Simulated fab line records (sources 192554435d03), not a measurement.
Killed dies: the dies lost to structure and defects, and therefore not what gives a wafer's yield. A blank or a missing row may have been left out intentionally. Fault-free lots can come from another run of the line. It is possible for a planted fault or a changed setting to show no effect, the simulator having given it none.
Which tool was responsible? | flow n5_finfet | Sampling: 11 lots, 33 wafers, 5 of 1938 route steps

== WHAT THE GAUGES SHOWED, per wafer ==
N5_BEOL_M4_RS_MEAS_58: a four-point-probe measurement.
lot  | measured     | on            | M4_RS (ohm/sq)
L661 | day 7 14:36  | film_metro-02 | 0.67 0.64 0.70
L662 | day 7 23:01  | film_metro-01 | 0.63 0.68 0.64
L663 | day 8 05:26  | film_metro-01 | 0.69 0.64 0.64
L666 | day 8 20:35  | film_metro-01 | 0.69 0.70 0.69
L667 | day 9 04:16  | film_metro-02 | 0.72 0.63 0.63
L674 | day 11 07:46 | film_metro-01 | 0.70 0.67 0.67
L678 | day 12 12:53 | film_metro-01 | 0.67 0.70 0.63
L679 | day 12 17:04 | film_metro-01 | 0.68 0.71 0.67
L680 | day 12 23:45 | film_metro-01 | 0.70 0.60 0.63
L682 | day 13 14:08 | film_metro-01 | 0.67 0.68 0.68
L683 | day 13 15:34 | film_metro-02 | 0.66 0.65 0.68

N5_BEOL_M4_INSPECT_59: inspects for defects (darkfield).
lot  | measured     | on                | raw_defect_count
L661 | day 7 14:38  | defect_inspect-01 | 91 89 105
L662 | day 7 23:02  | defect_inspect-02 | 95 74 60
L663 | day 8 05:27  | defect_inspect-02 | 78 72 72
L666 | day 8 20:37  | defect_inspect-02 | 66 94 78
L667 | day 9 04:17  | defect_inspect-01 | 43 85 43
L674 | day 11 07:47 | defect_inspect-01 | 94 94 78
L678 | day 12 12:55 | defect_inspect-01 | 45 63 40
L679 | day 12 17:05 | defect_inspect-01 | 50 83 51
L680 | day 12 23:46 | defect_inspect-02 | 69 44 76
L682 | day 13 14:10 | defect_inspect-01 | 61 63 63
L683 | day 13 15:35 | defect_inspect-01 | 51 73 77

N5_BEOL_M5_THK_MEAS_01.
lot  | measured     | on            | M5_ILD_THK (nm)
L661 | day 7 16:11  | film_metro-02 | 118.5 120.0 124.1
L662 | day 8 00:36  | film_metro-02 | 118.0 118.8 120.3
L663 | day 8 07:01  | film_metro-01 | 120.9 117.8 119.8
L666 | day 8 22:11  | film_metro-01 | 105.5 108.2 112.3
L667 | day 9 05:52  | film_metro-01 | 107.9 105.8 109.7
L674 | day 11 09:22 | film_metro-02 | 122.0 122.9 122.3
L678 | day 12 14:29 | film_metro-02 | 118.8 120.6 121.1
L679 | day 12 18:38 | film_metro-02 | 121.2 120.4 122.3
L680 | day 13 01:20 | film_metro-01 | 119.3 122.7 121.4
L682 | day 13 16:13 | film_metro-02 | 117.9 118.3 120.0
L683 | day 13 17:10 | film_metro-01 | 120.3 119.9 119.3

== WHICH TOOL RAN EACH LOT (tool, then ch and the chambers of the sampled wafers, then the start) ==
lot  | N5_BEOL_M4_PRE_CLEAN_60          | N5_BEOL_M5_ILD_DEP_00
L661 | cvd_co-01 ch 1,2, day 7 14:21    | pecvd-04 ch 0,1, day 7 15:37
L662 | cvd_co-01 ch 0,2, day 7 22:47    | pecvd-03 ch 0,2, day 8 00:02
L663 | cvd_co-02 ch 0,1, day 8 05:09    | pecvd-01 ch 0,1, day 8 06:26
L666 | cvd_co-01 ch 0,1,2, day 8 20:22  | pecvd-03 ch 1,2, day 8 21:36
L667 | cvd_co-02 ch 0,1,2, day 9 04:02  | pecvd-03 ch 0,1,2, day 9 05:17
L674 | cvd_co-01 ch 0,2, day 11 07:32   | pecvd-01 ch 0,1,2, day 11 08:47
L678 | cvd_co-01 ch 1,2, day 12 12:39   | pecvd-04 ch 0,1, day 12 13:55
L679 | cvd_co-02 ch 0,2, day 12 16:50   | pecvd-01 ch 0,1,2, day 12 18:04
L680 | cvd_co-02 ch 1,2, day 12 23:31   | pecvd-01 ch 0,1, day 13 00:46
L682 | cvd_co-01 ch 0,1,2, day 13 13:55 | pecvd-03 ch 0,1, day 13 15:10
L683 | cvd_co-02 ch 0,1,2, day 13 15:21 | pecvd-03 ch 0,1,2, day 13 16:35
- N5_BEOL_M4_PRE_CLEAN_60: time 15 s.
- N5_BEOL_M5_ILD_DEP_00: deposits SiCOH lowk from DEMS/porogen, target thk 140.64 nm, time 25.9 s.

== AS READ BY THE TOOLS THEMSELVES (means over the sampled wafers that have a number; for cases with no such wafer, the mark the record gives instead) ==
N5_BEOL_M4_PRE_CLEAN_60.
lot  | tool      | heater_power_w (W)
L661 | cvd_co-01 | 76
L662 | cvd_co-01 | 78
L663 | cvd_co-02 | 106
L666 | cvd_co-01 | 102
L667 | cvd_co-02 | 90
L674 | cvd_co-01 | 106
L678 | cvd_co-01 | 102
L679 | cvd_co-02 | 102
L680 | cvd_co-02 | 64
L682 | cvd_co-01 | 101
L683 | cvd_co-02 | 90

N5_BEOL_M5_ILD_DEP_00.
lot  | tool     | heater_power_w (W) | showerhead_plenum_p_Torr (Torr) | susceptor_temp_C (C) | throttle_valve_pct (%)
L661 | pecvd-04 | 419                | 5.739                           | 299.97               | 13.9
L662 | pecvd-03 | 220                | 5.723                           | 300.09               | 14.3
L663 | pecvd-01 | 308                | 5.726                           | 300.15               | 14.1
L666 | pecvd-03 | 313                | 5.736                           | 319.54               | 14.4
L667 | pecvd-03 | 332                | 5.730                           | 319.35               | 14.5
L674 | pecvd-01 | 340                | 5.748                           | 299.98               | 13.7
L678 | pecvd-04 | 392                | 5.740                           | 299.80               | 13.9
L679 | pecvd-01 | 351                | 5.753                           | 299.91               | 13.9
L680 | pecvd-01 | 324                | 5.741                           | 300.03               | 14.1
L682 | pecvd-03 | 351                | 5.734                           | 299.99               | 14.5
L683 | pecvd-03 | 283                | 5.731                           | 300.17               | 14.5

== THE ANSWER, worked out from the rows above alone ==
Rule: the usual values come from the lots themselves. Put in order of their means at a reading, lots are off if they are a third of the lots or fewer, leave a main group of 4 or more, and stand apart from it by a gap of 3 or more times the standard deviation of the main group's means; of several such gaps the widest counts. If all means in a main group match to the digits the tables above print for the reading, that group is not used. Also off: a lot with no number at a reading for which 4 or more lots have one. Where the step has rows for the other lots, those lots are counted as sound. First the gauges in route order, then the tools' own readings, where a lot's mean is used as printed above. The first step at which some lot is off is used, and at that step the reading that is off furthest; a lot without a number counts as furthest.
Off: L666, L667, seen at N5_BEOL_M5_THK_MEAS_01 (M5_ILD_THK). The main group has a mean of 120.3 nm with a standard deviation of 1.1.
A tool fits if, at a process step before that reading, it ran every lot that is off, and no sound lot after the first of them. Not tried: the gauges at N5_BEOL_M5_THK_MEAS_01; whatever is off there is also off at N5_BEOL_M5_ILD_DEP_00, on other tools, and gauge error can't account for it. Of those tried, none fits.

== WHAT HAD BEEN PUT IN BY THE SIMULATOR ==
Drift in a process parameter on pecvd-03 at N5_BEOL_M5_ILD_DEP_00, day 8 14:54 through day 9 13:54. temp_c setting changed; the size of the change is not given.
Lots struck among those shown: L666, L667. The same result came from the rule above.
